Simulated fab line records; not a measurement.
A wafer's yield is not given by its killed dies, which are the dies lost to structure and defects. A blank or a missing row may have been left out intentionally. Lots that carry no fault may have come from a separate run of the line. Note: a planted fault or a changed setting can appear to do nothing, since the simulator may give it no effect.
Chamber matching | flow n5 finfet | cmp-04 running N5_SDB_CMP_30: 4 sister chambers
The step polishes, stops on poly-Si, t overpolish 1.54 s, target thk 30 nm. 14 wafers are shown with their chamber, then 7 later ones without.

== WAFERS WITH THEIR CHAMBER ==
wafer  | chamber | motor current A (A) | time to endpoint s (s) | overpolish run s (s)
L075.1 | 2       | 12.2                | 21                     | 1.536
L075.5 | 2       | 11.5                | 20                     | 1.547
L075.6 | 1       | 10.4                | 23                     | 1.560
L080.2 | 3       | 13.5                | 23                     | 1.529
L080.3 | 2       | 11.6                | 22                     | 1.533
L080.6 | 2       | 11.4                | 23                     | 1.544
L081.1 | 2       | 11.8                | 19                     | 1.539
L081.4 | 1       | 9.9                 | 24                     | 1.540
L081.6 | 3       | 13.1                | 21                     | 1.537
L085.2 | 0       | 12.5                | 20                     | 1.547
L085.3 | 2       | 10.6                | 18                     | 1.536
L085.5 | 0       | 12.5                | 21                     | 1.551
L087.2 | 3       | 14.9                | 19                     | 1.550
L087.3 | 0       | 13.0                | 18                     | 1.545

SIGNATURES, as means of the wafers listed above
reading            | chamber 0 | chamber 1 | chamber 2 | chamber 3 | scatter within a chamber
motor current A    | 12.667    | 10.150    | 11.517    | 13.833    | 0.59
time to endpoint s | 19.67     | 23.50     | 20.50     | 21.00     | 1.75
overpolish run s   | 1.54767   | 1.55000   | 1.53917   | 1.53867   | 0.00766
Rule: a wafer's distance from a chamber is the root of the sum, over the readings, of the square of ((its reading less the chamber's mean) divided by the reading's scatter). If the next closest chamber is less than 2 further off than the closest, the wafer can't be placed; otherwise it belongs to the closest. How the scatter is found: for the shown wafers, subtract from each reading the mean of its chamber, square and add these, divide the total by (wafers less chambers), then take the root.

== WAFERS WITHOUT THEIR CHAMBER ==
wafer  | motor current A (A) | time to endpoint s (s) | overpolish run s (s)
L087.5 | 14.5                | 16                     | 1.554
L089.1 | 13.8                | 16                     | 1.530
L089.2 | 11.1                | 19                     | 1.545
L089.5 | 14.0                | 20                     | 1.530
L097.1 | 12.8                | 18                     | 1.534
L097.5 | 13.7                | 20                     | 1.543
L097.6 | 11.6                | 17                     | 1.536

== THE CHAMBER EACH PASSED THROUGH ==
wafer  | from the rows above          | in truth
L087.5 | can't be placed: 3 or 0      | 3
L089.1 | can't be placed: 3 or 0 or 2 | 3
L089.2 | can't be placed: 2 or 0 or 1 | 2
L089.5 | can't be placed: 3 or 0      | 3
L097.1 | can't be placed: 0 or 3 or 2 | 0
L097.5 | can't be placed: 3 or 0      | 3
L097.6 | can't be placed: 2 or 0      | 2
Placed correctly: 0 of 7. Cannot be placed on the basis of these rows: 7; the candidates contain the true chamber in 7. Number placed wrongly: 0.
